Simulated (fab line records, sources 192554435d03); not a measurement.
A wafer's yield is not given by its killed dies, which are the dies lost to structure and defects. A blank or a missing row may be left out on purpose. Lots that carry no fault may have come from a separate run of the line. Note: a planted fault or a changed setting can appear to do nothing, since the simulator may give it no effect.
fab line records	flow n5-finfet
record: lots: 24	wafers: 72	last-day: 17
route steps=1938 shown BEOL_M2@887 BEOL_M3@932
lots that met no fault: taken from a fault-free run of the same line
start-h: hours from the record's opening day to when the first of the lot's shown wafers began	wait-h: hours from the lot's prior step to this one	" the same as in the row above	L1.1+2: a single row standing in for several wafers	- either no value or no given start	* or withheld: withheld	< > ~ a bound
route shown NAME@n: NAME is a module with steps in the file, n the number in the route of the first one	usual: mean/standard deviation taken from wafers without a fault	same: alike in all rows	chamber/n: place in a boat	sites: the reading at each site	_std_site: standard deviation of those values	_edge_site: the outer-site mean with the inner-site mean subtracted	radius-mm: how far each site lies from the wafer's centre	mask NAME#n: copy n	behind: the most recent tool/chamber to have shaped the wafer	hold: reason for holding the lot/hours on hold/outcome of the hold	device: the transistor (n, p or np) that didn't switch	end of line: the same wafers' tests at the end of the route	a step without rows: its recipe alone	killed: the dies lost at the first sort to structure and to defects; this is not the yield of the wafer	map: a wafer's dies, x killed, . not, _ none there
set.NAME: the run value of the setting; set.NAME@STEP: its run value at that earlier step	model.NAME: the simulator's own value behind a step, which no gauge read
the route's steps for a sample of lots (tables are steps, rows are wafers)
services: a tool's chamber out of use, with start hour (start-h, from the record's first day; less than 0 if before it), hours out, and reason
== steps ==
step: N5_BEOL_M2_VIA_ETCH_34
recipe: chemistry: C4F6/O2	target-depth-a: 694	mask-material: SOC	pressure-mtorr: 15	ion-energy-ev: 250	taper-deg: 4	time-s: 65.9	source-w: 350	bias-w: 170	Ar_flow_sccm: 300	C4F6_flow_sccm: 10	O2_flow_sccm: 10
usual: O2_flow_sccm: 9.998/0.029	drypump-motor-current-A: 5.8/0.39	oes-product-au: 0.81/0.086	rf-vpp-V: 668/6.8	showerhead-plenum-p-Torr: 2.87/0.089	throttle-valve-pct: 30.54/0.27
lot.wafer	tool	chamber	start-h	wait-h	O2_flow_sccm	drypump-motor-current-A	oes-product-au	rf-hours-counter-h	rf-vpp-V	showerhead-plenum-p-Torr	throttle-valve-pct
L074.2	rie-diel-04	0	134.24	0.0	9.953	5.4	0.88	34	681	2.90	30.62
L074.3	"	1	"	"	10.020	6.0	0.88	41	670	2.90	30.25
L074.4	"	3	"	"	10.000	5.6	0.67	249	670	2.91	30.64
L075.1	rie-diel-04	1	149.25	0.0	9.987	6.0	0.88	47	670	2.90	30.27
L075.4	"	2	"	"	10.049	5.9	0.82	-	671	2.87	30.97
L075.5	"	0	"	"	9.985	5.4	0.88	-	682	2.89	30.63
L076.3	rie-diel-06	2	149.50	0.0	9.968	5.7	0.77	145	662	2.73	30.71
L076.5	"	0	"	"	9.975	5.9	0.74	-	656	2.84	30.48
L076.6	"	1	"	"	9.977	6.5	0.87	-	667	3.00	30.58
L077.2	rie-diel-05	1	149.86	0.0	10.016	5.7	0.75	127	676	2.97	30.52
L077.3	"	2	"	"	9.988	5.8	0.94	12	665	2.89	29.97
L077.4	"	0	"	"	9.979	5.1	0.94	5	665	3.02	30.75
L078.1	rie-diel-05	3	159.33	0.0	10.032	5.9	0.65	236	669	2.80	30.85
L078.4	"	0	"	"	10.024	5.0	0.93	8	666	3.02	30.77
L078.5	"	3	"	"	10.014	5.9	0.66	-	669	2.80	30.85
L079.1	rie-diel-04	1	168.24	0.0	10.011	6.0	0.86	56	671	2.89	30.29
L079.4	"	0	"	"	9.975	5.5	0.87	49	683	2.89	30.64
L079.6	"	3	"	"	10.023	5.6	0.97	-	671	2.91	30.35
L080.3	rie-diel-04	3	175.19	0.0	9.985	5.6	0.96	5	670	2.91	30.34
L080.4	"	0	"	"	9.966	5.5	0.87	50	680	2.89	30.62
L080.5	"	1	"	"	10.039	6.0	0.86	-	669	2.89	30.30
L081.3	rie-diel-05	0	182.25	0.0	10.050	5.1	0.91	16	667	3.02	30.77
L081.5	"	2	"	"	9.972	5.8	0.92	-	664	2.89	29.96
L081.6	"	3	"	"	10.000	5.9	0.66	-	670	2.80	30.86
L082.1	rie-diel-06	0	185.51	0.0	10.043	5.9	0.73	157	657	2.83	30.48
L082.4	"	0	"	"	10.003	5.9	0.73	-	656	2.83	30.50
L082.6	"	2	"	"	10.003	5.6	0.76	-	662	2.73	30.75
L083.1	rie-diel-05	1	189.43	0.0	10.008	5.6	0.74	140	675	2.96	30.53
L083.4	"	3	"	"	9.976	5.9	0.66	246	670	2.80	30.87
L083.5	"	2	"	"	10.012	5.8	0.91	-	664	2.89	29.97
L084.1	rie-diel-06	2	204.55	0.0	10.014	5.6	0.76	163	661	2.72	30.74
L084.2	"	3	"	"	10.036	6.6	0.68	242	663	2.68	30.35
L084.6	"	0	"	"	10.029	5.9	0.72	-	657	2.83	30.50
L085.3	rie-diel-06	3	213.77	0.0	10.032	6.6	0.69	245	664	2.68	30.36
L085.5	"	1	"	"	10.004	6.5	0.84	-	665	2.99	30.60
L085.6	"	2	"	"	10.028	5.6	0.76	-	661	2.72	30.75
L086.1	rie-diel-06	0	214.21	0.0	9.997	5.9	0.72	166	656	2.83	30.49
L086.5	"	1	"	"	9.978	6.4	0.84	-	666	2.99	30.60
L086.6	"	0	"	"	10.070	5.9	0.72	-	657	2.83	30.50
L088.2	rie-diel-04	2	223.82	0.0	9.980	5.9	0.81	108	671	2.86	30.99
L088.5	"	3	"	"	10.014	5.6	0.92	-	671	2.90	30.37
L088.6	"	0	"	"	9.930	5.4	0.86	-	682	2.88	30.65
L089.1	rie-diel-04	3	231.75	0.0	9.962	5.6	0.92	27	670	2.90	30.38
L089.4	"	1	"	"	10.019	6.0	0.84	77	670	2.88	30.30
L089.6	"	2	"	"	9.997	5.9	0.80	-	671	2.86	31.01
L087.1	rie-diel-05	0	231.78	0.0	10.014	5.1	0.87	36	667	3.01	30.77
L087.2	"	2	"	"	9.979	5.8	0.88	43	663	2.88	29.99
L087.3	"	1	"	"	9.994	5.7	0.72	158	674	2.95	30.54
L090.2	rie-diel-06	2	231.82	0.0	9.993	5.6	0.76	172	661	2.72	30.76
L090.3	"	1	"	"	9.962	6.5	0.84	83	666	2.99	30.60
L090.6	"	0	"	"	10.071	5.9	0.72	-	656	2.83	30.49
L091.1	rie-diel-04	3	235.54	0.0	10.037	5.6	0.90	28	671	2.90	30.38
L091.2	"	1	"	"	10.025	6.0	0.84	78	670	2.88	30.30
L091.3	"	2	"	"	9.982	5.9	0.80	111	671	2.86	31.01
L092.2	rie-diel-06	2	246.05	0.0	9.996	5.6	0.74	178	660	2.72	30.77
L092.4	"	2	"	"	9.955	5.7	0.75	-	662	2.72	30.76
L092.5	"	1	"	"	9.970	6.5	0.83	-	666	2.98	30.61
L093.1	rie-diel-04	2	246.19	0.0	10.045	5.9	0.79	116	671	2.86	31.01
L093.5	"	0	"	"	10.005	5.4	0.84	-	682	2.88	30.65
L093.6	"	3	"	"	10.007	5.6	0.89	-	671	2.89	30.38
L094.1	rie-diel-05	0	267.55	0.0	10.006	5.0	0.85	52	666	3.00	30.80
L094.3	"	1	"	"	9.975	5.7	0.72	173	673	2.95	30.54
L094.4	"	2	"	"	9.976	5.8	0.86	58	666	2.87	30.02
L095.2	rie-diel-06	0	275.45	0.0	9.970	5.9	0.70	188	657	2.82	30.50
L095.4	"	2	"	"	10.020	5.6	0.74	188	663	2.71	30.76
L095.5	"	3	"	"	10.008	6.6	0.97	-	673	3.01	30.03
L096.1	rie-diel-06	3	279.30	0.0	10.000	6.6	0.96	9	674	3.01	30.01
L096.3	"	2	"	"	9.979	5.6	0.74	189	660	2.71	30.77
L096.6	"	3	"	"	9.956	6.6	0.95	-	673	3.01	30.02
L097.3	rie-diel-04	2	282.52	0.0	10.000	5.9	0.77	128	670	2.85	31.02
L097.4	"	3	"	"	9.975	5.6	0.87	45	669	2.89	30.40
L097.6	"	0	"	"	9.966	5.4	0.83	-	680	2.87	30.69
step: N5_BEOL_M2_SURFACE_TREAT_85
recipe: gas: Ar	time-s: *	ion-energy-ev: *	ion-current-ma-cm2: 0.5	pressure-mtorr: *	ar-flow-sccm: 30
usual: throttle-valve-pct: *
lot.wafer	tool	chamber	start-h	wait-h	throttle-valve-pct
L074.2	pvd-sputter-03	-	135.12	0.1	*
L074.3	"	-	"	"	*
L074.4	"	-	"	"	*
L075.1	pvd-sputter-01	-	150.24	0.2	*
L075.4	"	-	"	"	*
L075.5	"	-	"	"	*
L076.3	pvd-sputter-02	-	150.35	0.1	*
L076.5	"	-	"	"	*
L076.6	"	-	"	"	*
L077.2	pvd-sputter-01	-	152.20	1.2	*
L077.3	"	-	"	"	*
L077.4	"	-	"	"	*
L078.1	pvd-sputter-03	-	160.52	0.4	*
L078.4	"	-	"	"	*
L078.5	"	-	"	"	*
L079.1	pvd-sputter-02	-	169.24	0.1	*
L079.4	"	-	"	"	*
L079.6	"	-	"	"	*
L080.3	pvd-sputter-03	-	176.98	0.1	*
L080.4	"	-	"	"	*
L080.5	"	-	"	"	*
L081.3	pvd-sputter-01	-	183.13	0.1	*
L081.5	"	-	"	"	*
L081.6	"	-	"	"	*
L082.1	pvd-sputter-02	-	187.01	0.5	*
L082.4	"	-	"	"	*
L082.6	"	-	"	"	*
L083.1	pvd-sputter-01	-	192.49	0.2	*
L083.4	"	-	"	"	*
L083.5	"	-	"	"	*
L084.1	pvd-sputter-03	-	205.54	0.3	*
L084.2	"	-	"	"	*
L084.6	"	-	"	"	*
L085.3	pvd-sputter-01	-	214.62	0.1	*
L085.5	"	-	"	"	*
L085.6	"	-	"	"	*
L086.1	pvd-sputter-03	-	215.61	0.4	*
L086.5	"	-	"	"	*
L086.6	"	-	"	"	*
L088.2	pvd-sputter-01	-	225.12	0.2	*
L088.5	"	-	"	"	*
L088.6	"	-	"	"	*
L089.1	pvd-sputter-02	-	232.82	0.1	*
L089.4	"	-	"	"	*
L089.6	"	-	"	"	*
L087.1	pvd-sputter-01	-	232.85	0.1	*
L087.2	"	-	"	"	*
L087.3	"	-	"	"	*
L090.2	pvd-sputter-02	-	232.95	0.1	*
L090.3	"	-	"	"	*
L090.6	"	-	"	"	*
L091.1	pvd-sputter-01	-	236.71	0.2	*
L091.2	"	-	"	"	*
L091.3	"	-	"	"	*
L093.1	pvd-sputter-02	-	248.48	1.5	*
L093.5	"	-	"	"	*
L093.6	"	-	"	"	*
L092.2	pvd-sputter-02	-	248.52	1.5	*
L092.4	"	-	"	"	*
L092.5	"	-	"	"	*
L094.1	pvd-sputter-03	-	268.65	0.2	*
L094.3	"	-	"	"	*
L094.4	"	-	"	"	*
L095.2	pvd-sputter-02	-	276.80	0.1	*
L095.4	"	-	"	"	*
L095.5	"	-	"	"	*
L096.1	pvd-sputter-02	-	280.52	0.4	*
L096.3	"	-	"	"	*
L096.6	"	-	"	"	*
L097.3	pvd-sputter-02	-	283.39	0.2	*
L097.4	"	-	"	"	*
L097.6	"	-	"	"	*
step: N5_BEOL_M2_RS_MEAS_58
recipe: thk-meas-gauge: four-point-probe	reads: Co_of_BEOL_M2_CO_CAP_55+Cu_of_BEOL_M2_ECD_50+Co_of_BEOL_M2_CVD_47+TaN_of_BEOL_M2_ALD_84
usual: M2_RS: 0.666/0.025
lot.wafer	tool	chamber	start-h	wait-h	M2_RS[ohm/sq]
L074.2	film-metro-02	-	138.28	0.1	0.696
L074.3	"	-	"	"	0.670
L074.4	"	-	"	"	0.699
L075.1	film-metro-02	-	153.29	0.0	0.621
L075.4	"	-	"	"	0.628
L075.5	"	-	"	"	0.659
L076.3	film-metro-01	-	153.44	0.1	0.662
L076.5	"	-	"	"	0.708
L076.6	"	-	"	"	0.677
L077.2	film-metro-02	-	155.25	0.1	0.630
L077.3	"	-	"	"	0.630
L077.4	"	-	"	"	0.626
L078.1	film-metro-01	-	164.63	0.0	0.665
L078.4	"	-	"	"	0.652
L078.5	"	-	"	"	0.684
L079.1	film-metro-02	-	172.64	0.0	0.659
L079.4	"	-	"	"	0.675
L079.6	"	-	"	"	0.660
L080.3	film-metro-01	-	180.01	0.1	0.630
L080.4	"	-	"	"	0.659
L080.5	"	-	"	"	0.646
L081.3	film-metro-02	-	186.37	0.1	0.662
L081.5	"	-	"	"	0.620
L081.6	"	-	"	"	0.696
L082.1	film-metro-01	-	190.13	0.0	0.636
L082.4	"	-	"	"	0.669
L082.6	"	-	"	"	0.633
L083.1	film-metro-01	-	198.54	0.0	0.679
L083.4	"	-	"	"	0.715
L083.5	"	-	"	"	0.672
L084.1	film-metro-01	-	210.41	0.0	0.654
L084.2	"	-	"	"	0.701
L084.6	"	-	"	"	0.699
L085.3	film-metro-01	-	217.81	0.1	0.716
L085.5	"	-	"	"	0.714
L085.6	"	-	"	"	0.671
L086.1	film-metro-01	-	219.56	0.0	0.699
L086.5	"	-	"	"	0.702
L086.6	"	-	"	"	0.696
L088.2	film-metro-02	-	228.97	0.1	0.651
L088.5	"	-	"	"	0.638
L088.6	"	-	"	"	0.698
L089.1	film-metro-01	-	235.86	0.0	0.653
L089.4	"	-	"	"	0.665
L089.6	"	-	"	"	0.651
L087.1	film-metro-02	-	235.93	0.0	0.629
L087.2	"	-	"	"	0.620
L087.3	"	-	"	"	0.631
L090.2	film-metro-01	-	236.88	0.1	0.665
L090.3	"	-	"	"	0.683
L090.6	"	-	"	"	0.676
L091.1	film-metro-01	-	239.90	0.0	0.642
L091.2	"	-	"	"	0.662
L091.3	"	-	"	"	0.662
L093.1	film-metro-02	-	251.58	0.0	0.655
L093.5	"	-	"	"	0.668
L093.6	"	-	"	"	0.672
L092.2	film-metro-02	-	251.92	0.1	0.668
L092.4	"	-	"	"	0.686
L092.5	"	-	"	"	0.683
L094.1	film-metro-02	-	271.82	0.0	0.659
L094.3	"	-	"	"	0.656
L094.4	"	-	"	"	0.657
L095.2	film-metro-02	-	281.27	0.1	0.685
L095.4	"	-	"	"	0.635
L095.5	"	-	"	"	0.647
L096.1	film-metro-01	-	284.64	0.0	0.692
L096.3	"	-	"	"	0.667
L096.6	"	-	"	"	0.683
L097.3	film-metro-01	-	286.63	0.1	0.647
L097.4	"	-	"	"	0.644
L097.6	"	-	"	"	0.651
step: N5_BEOL_M3_THK_MEAS_01
recipe: reads: SiOC_of_BEOL_M3_ILD_DEP_00
usual: M3_ILD_THK: 79.1/1
lot.wafer	tool	chamber	start-h	wait-h	M3_ILD_THK[nm]
L074.2	film-metro-02	-	138.41	0.1	78.1
L074.3	"	-	"	"	78.6
L074.4	"	-	"	"	79.2
L075.1	film-metro-02	-	153.42	0.0	79.5
L075.4	"	-	"	"	80.0
L075.5	"	-	"	"	81.5
L076.3	film-metro-01	-	153.57	0.1	79.0
L076.5	"	-	"	"	79.5
L076.6	"	-	"	"	78.7
L077.2	film-metro-01	-	155.38	0.1	77.3
L077.3	"	-	"	"	77.6
L077.4	"	-	"	"	79.5
L078.1	film-metro-01	-	164.76	0.0	78.5
L078.4	"	-	"	"	79.3
L078.5	"	-	"	"	81.4
L079.1	film-metro-02	-	172.77	0.0	76.9
L079.4	"	-	"	"	80.8
L079.6	"	-	"	"	78.5
L080.3	film-metro-01	-	180.14	0.1	78.6
L080.4	"	-	"	"	79.8
L080.5	"	-	"	"	80.9
L081.3	film-metro-01	-	186.50	0.1	79.0
L081.5	"	-	"	"	79.8
L081.6	"	-	"	"	80.9
L082.1	film-metro-01	-	190.26	0.0	77.9
L082.4	"	-	"	"	79.7
L082.6	"	-	"	"	80.4
L083.1	film-metro-01	-	198.67	0.0	79.1
L083.4	"	-	"	"	79.4
L083.5	"	-	"	"	80.3
L084.1	film-metro-02	-	210.55	0.1	78.2
L084.2	"	-	"	"	78.2
L084.6	"	-	"	"	79.5
L085.3	film-metro-02	-	217.94	0.1	79.1
L085.5	"	-	"	"	80.9
L085.6	"	-	"	"	79.6
L086.1	film-metro-02	-	219.69	0.0	78.4
L086.5	"	-	"	"	81.1
L086.6	"	-	"	"	79.5
L088.2	film-metro-01	-	229.12	0.1	78.9
L088.5	"	-	"	"	79.1
L088.6	"	-	"	"	79.2
L089.1	film-metro-01	-	235.99	0.0	78.1
L089.4	"	-	"	"	79.8
L089.6	"	-	"	"	79.0
L087.1	film-metro-02	-	236.06	0.0	78.1
L087.2	"	-	"	"	79.6
L087.3	"	-	"	"	78.7
L090.2	film-metro-01	-	237.01	0.1	78.1
L090.3	"	-	"	"	77.3
L090.6	"	-	"	"	79.4
L091.1	film-metro-02	-	240.03	0.0	78.8
L091.2	"	-	"	"	79.2
L091.3	"	-	"	"	79.6
L093.1	film-metro-02	-	251.71	0.0	79.1
L093.5	"	-	"	"	80.7
L093.6	"	-	"	"	79.2
L092.2	film-metro-02	-	252.05	0.1	78.0
L092.4	"	-	"	"	80.3
L092.5	"	-	"	"	80.0
L094.1	film-metro-02	-	271.95	0.0	78.8
L094.3	"	-	"	"	77.9
L094.4	"	-	"	"	79.7
L095.2	film-metro-02	-	281.43	0.1	79.1
L095.4	"	-	"	"	81.4
L095.5	"	-	"	"	81.5
L096.1	film-metro-02	-	284.77	0.0	79.1
L096.3	"	-	"	"	77.8
L096.6	"	-	"	"	80.0
L097.3	film-metro-01	-	286.76	0.1	79.6
L097.4	"	-	"	"	80.8
L097.6	"	-	"	"	79.9
step: N5_BEOL_M3_HM_DEP_02
recipe: material: TiN	target-thk-a: 200	temp-c: 25	chamber-pressure-pa: 0.49996
usual: throttle-valve-pct: 30.2/0.94
lot.wafer	tool	chamber	start-h	wait-h	throttle-valve-pct
L074.2	pvd-sputter-03	-	139.26	0.8	30.3
L074.3	"	-	"	"	30.9
L074.4	"	-	"	"	28.4
L075.1	pvd-sputter-01	-	156.36	2.9	29.1
L075.4	"	-	"	"	30.7
L075.5	"	-	"	"	31.6
L076.3	pvd-sputter-03	-	156.40	2.8	28.5
L076.5	"	-	"	"	30.0
L076.6	"	-	"	"	31.3
L077.2	pvd-sputter-01	-	156.46	1.0	30.9
L077.3	"	-	"	"	31.7
L077.4	"	-	"	"	30.2
L078.1	pvd-sputter-02	-	166.40	1.6	31.1
L078.4	"	-	"	"	30.2
L078.5	"	-	"	"	29.7
L079.1	pvd-sputter-02	-	175.59	2.8	29.7
L079.4	"	-	"	"	31.0
L079.6	"	-	"	"	29.6
L080.3	pvd-sputter-02	-	182.25	2.0	31.3
L080.4	"	-	"	"	29.6
L080.5	"	-	"	"	31.2
L081.3	pvd-sputter-02	-	187.13	0.6	29.6
L081.5	"	-	"	"	30.1
L081.6	"	-	"	"	29.7
L082.1	pvd-sputter-01	-	192.39	2.1	29.0
L082.4	"	-	"	"	30.3
L082.6	"	-	"	"	30.3
L083.1	pvd-sputter-02	-	200.83	2.1	29.8
L083.4	"	-	"	"	31.0
L083.5	"	-	"	"	31.3
L084.1	pvd-sputter-03	-	210.76	0.2	31.3
L084.2	"	-	"	"	28.4
L084.6	"	-	"	"	30.1
L085.3	pvd-sputter-02	-	218.63	0.6	29.6
L085.5	"	-	"	"	29.3
L085.6	"	-	"	"	30.6
L086.1	pvd-sputter-01	-	221.24	1.5	31.5
L086.5	"	-	"	"	30.5
L086.6	"	-	"	"	31.4
L088.2	pvd-sputter-02	-	230.38	1.2	31.2
L088.5	"	-	"	"	29.7
L088.6	"	-	"	"	31.3
L089.1	pvd-sputter-01	-	236.49	0.4	31.9
L089.4	"	-	"	"	31.1
L089.6	"	-	"	"	29.1
L087.1	pvd-sputter-03	-	236.91	0.8	30.4
L087.2	"	-	"	"	30.1
L087.3	"	-	"	"	28.3
L090.2	pvd-sputter-01	-	238.91	1.8	31.0
L090.3	"	-	"	"	28.8
L090.6	"	-	"	"	31.4
L091.1	pvd-sputter-02	-	242.12	2.0	30.0
L091.2	"	-	"	"	29.6
L091.3	"	-	"	"	29.5
L093.1	pvd-sputter-03	-	254.25	2.5	30.9
L093.5	"	-	"	"	30.7
L093.6	"	-	"	"	28.3
L092.2	pvd-sputter-03	-	254.35	2.2	28.7
L092.4	"	-	"	"	31.0
L092.5	"	-	"	"	28.4
L094.1	pvd-sputter-03	-	274.61	2.6	31.1
L094.3	"	-	"	"	28.6
L094.4	"	-	"	"	30.3
L095.2	pvd-sputter-03	-	282.57	1.1	28.5
L095.4	"	-	"	"	30.4
L095.5	"	-	"	"	30.3
L096.1	pvd-sputter-01	-	285.50	0.7	30.1
L096.3	"	-	"	"	29.0
L096.6	"	-	"	"	31.4
L097.3	pvd-sputter-03	-	288.29	1.5	30.6
L097.4	"	-	"	"	30.4
L097.6	"	-	"	"	30.5
step: N5_BEOL_M3_INSPECT_13
recipe: mode: adi	inspect-instrument: brightfield
usual: raw-defect-count: 393/83
lot.wafer	tool	chamber	start-h	wait-h	raw-defect-count
L074.2	defect-inspect-01	-	139.87	0.0	322
L074.3	"	-	"	"	422
L074.4	"	-	"	"	423
L075.1	defect-inspect-02	-	156.96	0.1	370
L075.4	"	-	"	"	306
L075.5	"	-	"	"	356
L076.3	defect-inspect-01	-	157.00	0.0	437
L076.5	"	-	"	"	378
L076.6	"	-	"	"	357
L077.2	defect-inspect-02	-	157.04	0.0	636
L077.3	"	-	"	"	453
L077.4	"	-	"	"	573
L078.1	defect-inspect-02	-	166.88	0.1	386
L078.4	"	-	"	"	303
L078.5	"	-	"	"	397
L079.1	defect-inspect-02	-	176.07	0.1	443
L079.4	"	-	"	"	446
L079.6	"	-	"	"	312
L080.3	defect-inspect-01	-	182.85	0.0	330
L080.4	"	-	"	"	356
L080.5	"	-	"	"	406
L081.3	defect-inspect-02	-	187.61	0.0	377
L081.5	"	-	"	"	331
L081.6	"	-	"	"	513
L082.1	defect-inspect-01	-	192.86	0.1	292
L082.4	"	-	"	"	294
L082.6	"	-	"	"	310
L083.1	defect-inspect-02	-	201.33	0.1	426
L083.4	"	-	"	"	454
L083.5	"	-	"	"	462
L084.1	defect-inspect-02	-	211.24	0.1	261
L084.2	"	-	"	"	318
L084.6	"	-	"	"	259
L085.3	defect-inspect-01	-	219.11	0.0	300
L085.5	"	-	"	"	366
L085.6	"	-	"	"	251
L086.1	defect-inspect-02	-	222.85	0.1	394
L086.5	"	-	"	"	254
L086.6	"	-	"	"	316
L088.2	defect-inspect-01	-	230.86	0.0	537
L088.5	"	-	"	"	493
L088.6	"	-	"	"	354
L089.1	defect-inspect-01	-	236.97	0.1	423
L089.4	"	-	"	"	413
L089.6	"	-	"	"	519
L087.1	defect-inspect-01	-	237.52	0.1	296
L087.2	"	-	"	"	426
L087.3	"	-	"	"	407
L090.2	defect-inspect-01	-	239.42	0.0	290
L090.3	"	-	"	"	372
L090.6	"	-	"	"	328
L091.1	defect-inspect-01	-	242.73	0.1	422
L091.2	"	-	"	"	518
L091.3	"	-	"	"	402
L093.1	defect-inspect-01	-	254.73	0.1	465
L093.5	"	-	"	"	436
L093.6	"	-	"	"	456
L092.2	defect-inspect-01	-	254.83	0.0	397
L092.4	"	-	"	"	401
L092.5	"	-	"	"	359
L094.1	defect-inspect-02	-	275.09	0.1	418
L094.3	"	-	"	"	331
L094.4	"	-	"	"	315
L095.2	defect-inspect-02	-	283.05	0.0	418
L095.4	"	-	"	"	580
L095.5	"	-	"	"	447
L096.1	defect-inspect-02	-	286.10	0.1	312
L096.3	"	-	"	"	327
L096.6	"	-	"	"	304
L097.3	defect-inspect-01	-	288.77	0.0	369
L097.4	"	-	"	"	370
L097.6	"	-	"	"	374
== services ==
tool	chamber	start-h	hours	kind
rie-diel-05	0	116.69	-	clean
rie-diel-05	0	116.69	-	consumable-replace:focus-ring
rie-diel-05	0	116.69	-	consumable-replace:showerhead
rie-diel-05	0	116.69	19.2	scheduled-down
rie-diel-05	0	116.69	19.2	vent-cycle
rie-diel-05	2	132.80	6.0	repair
rie-diel-04	3	137.04	-	clean
rie-diel-04	3	137.04	-	consumable-replace:focus-ring
rie-diel-04	3	137.04	17.2	scheduled-down
rie-diel-04	3	137.04	17.2	vent-cycle
pvd-sputter-02	-	153.37	1.0	repair
pvd-sputter-03	-	169.70	3.3	repair
rie-diel-05	3	204.47	-	clean
rie-diel-05	3	204.47	-	consumable-replace:focus-ring
rie-diel-05	3	204.47	40.2	scheduled-down
rie-diel-05	3	204.47	40.2	vent-cycle
rie-diel-06	3	228.27	-	clean
rie-diel-06	3	228.27	-	consumable-replace:focus-ring
rie-diel-06	3	228.27	-	consumable-replace:showerhead
rie-diel-06	3	228.27	22.3	scheduled-down
rie-diel-06	3	228.27	22.3	vent-cycle
== key ==
fault none
